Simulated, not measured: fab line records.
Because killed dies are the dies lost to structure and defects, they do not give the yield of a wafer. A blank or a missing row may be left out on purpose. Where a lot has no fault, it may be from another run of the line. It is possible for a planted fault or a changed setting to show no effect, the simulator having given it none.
Comparing a struck lot with a sound one + flow n5_finfet + 39 out of 1938 route steps
Sound: wafers L611.2, L611.3, L611.5. Struck: wafer L601.1. (L601.3, L601.4 of the same lot were not struck and are left out.) The cause comes at the end.
Per side, at each step with rows, come the tool, then ch with its chambers, and then its first start. Under that, the readings that differ: sound wafers + struck wafers + difference of the means + sigmas: that difference in standard deviations of wafers without a fault.
alike: readings whose means differ by less than 2 such deviations, and words and numbers that are the same on both sides. not compared: withheld readings, readings that some wafer has no value for, bounds like >300 that may hide the same value, and numbers for which the record gives no deviation and whose values overlap.
A row with sigmas, a row that says differs or no value, or rows on one side alone: a step with any of these is where the two part. Non-overlapping numbers with no deviation appear without sigmas and do not part them. A reading missing from all wafers of one side parts the sides only when that side holds two or more wafers.

first, 12 steps without rows for these wafers: N5_SDB_ETCH_18 (etches SOC in N2/H2, target depth 100 nm, overetch 20 nm, time 150 s); N5_SDB_STRIP_19 (strips in N2/H2); N5_SDB_STRIP_21 (strips in CF4); N5_SDB_HM_OPEN_20 (chemistry CH3F/O2, target SiNx, stops on poly-Si, target depth 24 nm); N5_SDB_STRIP_22 (strips in N2/H2); N5_SDB_PRECLEAN_23 (cleans in dHF, time 30 s); N5_SDB_DUMMY_REMOVE_24 (chemistry TMAH, target poly-Si, stops on SiO2, target depth 142 nm, time 57 s, rinse time 30 s); N5_SDB_ETCH_25 (etches SiO2 in C4F6/O2, target depth 10 nm, time 3.3 s); N5_SDB_CUT_ETCH_26 (etches Si in HBr/Cl2/O2, target depth 129.6 nm, bt time 20 s, time 51.8 s); N5_SDB_PRECLEAN_38 (cleans in dHF, time 10 s); N5_SDB_PRECLEAN_39 (cleans in O3/DIW, time 45 s); N5_SDB_SRD_28 (time 30 s).
N5_SDB_ALD_29: deposits SiNx, target thk 30 nm, pulse time 1 s, ald cycles 600.
  sound on ald_sin-02 ch 0,1,3, day 8 19:25; struck on ald_sin-02 ch 3, day 6 09:25
| reading                              | sound        | struck | difference | sigmas |
|--------------------------------------|--------------|--------|------------|--------|
| ald_cycles                           | 600 600 600  | 869    | +269       |        |
| model.SiNx_of_SDB_ALD_29.thk_nm (nm) | 30.2 30.2 30 | 43.8   | +13.7      |        |
  alike: heater_power_w, precursor_pulse_height_rel
then, 23 steps without rows for these wafers: N5_SDB_CMP_30 (polishes, stops on poly-Si, t overpolish 1.54 s, target thk 30 nm); N5_DUMMY_REMOVAL_HM_STRIP_01 (strips SiNx in CH3F/O2, stops on poly-Si, target depth 4 nm, time 6.8 s); N5_DUMMY_REMOVAL_STRIP_10 (strips in N2/H2, time 40 s); N5_DUMMY_REMOVAL_PRECLEAN_07 (cleans in dHF, time 30 s); N5_DUMMY_REMOVAL_DUMMY_REMOVE_02 (chemistry TMAH, target poly-Si, stops on SiO2, target depth 142 nm, time 57 s, rinse time 30 s); N5_DUMMY_REMOVAL_PRECLEAN_08 (cleans in NF3:NH3, afs cycles 2, time 20 s, sublimation time 60 s); N5_DUMMY_REMOVAL_PRECLEAN_04 (cleans in DHF, time 37 s); N5_DUMMY_REMOVAL_SRD_05 (time 30 s); N5_HKMG_FIN_IL_REGROW_00 (material SiO2, chemistry O3, target thk 0.75 nm, time 30 s); N5_HKMG_FIN_HK_ALD_01 (deposits HfO2, target thk 1.6 nm, pulse time 3 s, purge time 3 s); N5_HKMG_FIN_HK_ANNEAL_02 (time 30 s); N5_HKMG_FIN_ALD_74 (deposits La2O3, target thk 0.5 nm, pulse time 6 s, co reactant pulse time 1 s); N5_HKMG_FIN_ALD_75 (deposits Al2O3, target thk 1 nm, co reactant pulse time 1 s); N5_HKMG_FIN_COAT_41 (time 60 s, resist thk 300 nm); N5_HKMG_FIN_COAT_42 (time 60 s, resist thk 35 nm); N5_HKMG_FIN_COAT_43 (resist thk 90 nm); N5_HKMG_FIN_EBR_45; N5_HKMG_FIN_SOFTBAKE_44 (time 60 s); N5_HKMG_FIN_EXPOSE_46 (exposes mask NDIPOLE); N5_HKMG_FIN_PEB_47 (peb time 60 s); N5_HKMG_FIN_DEVELOP_48 (develop time 30 s); N5_HKMG_FIN_DESCUM_53 (chemistry O2, time 7.9 s); N5_HKMG_FIN_ETCH_54 (etches SiARC in CF4, target depth 45.5 nm, time 75.8 s).
N5_GATE_CUT_ETCH_58: etches SiNx in CH3F/O2, target depth 17 nm, time 128.6 s.
  sound on rie_diel-01 ch 1,2,3, day 9 09:28; struck on rie_diel-02 ch 0, day 6 22:53
| reading                              | sound          | struck | difference | sigmas |
|--------------------------------------|----------------|--------|------------|--------|
| model.SiNx_of_SDB_ALD_29.thk_nm (nm) | 24.8 24.6 24.6 | 24.2   | -0.5       |        |
  alike: CH3F_flow_sccm, drypump_motor_current_A, oes_product_au, rf_vpp_V, showerhead_plenum_p_Torr, throttle_valve_pct
  not compared: rf_hours_counter_h
-- a jump in the record: the struck wafers' starts before and after are 3 days apart (it breaks off in module GATE_CUT and resumes in module BEOL_M4, where the first step shown is number 1111 of the route) --
N5_BEOL_M4_RC_MEAS_101:
  sound on prober-01 ch 0, day 13 07:58; struck on prober-01 ch 0, day 10 09:37
  alike: DIBL_N, DIBL_P, IOFF_N, IOFF_P, ION_N, ION_P, SS_N, SS_P, VT_N, VT_P
-- record jumps: 5 days separate the struck wafers' starts on either side; left off in module BEOL_M4, taken up again in module PASSIVATION, whose first shown step is the route's number 1936 --
N5_PASSIVATION_PROBE_49:
  rows exist in the record for the struck wafers here (prober-01, day 15 03:46), but not for the sound ones

WHERE THEY PART
Within this record, at N5_PASSIVATION_PROBE_49 only.

WHY: whatever the simulator had introduced
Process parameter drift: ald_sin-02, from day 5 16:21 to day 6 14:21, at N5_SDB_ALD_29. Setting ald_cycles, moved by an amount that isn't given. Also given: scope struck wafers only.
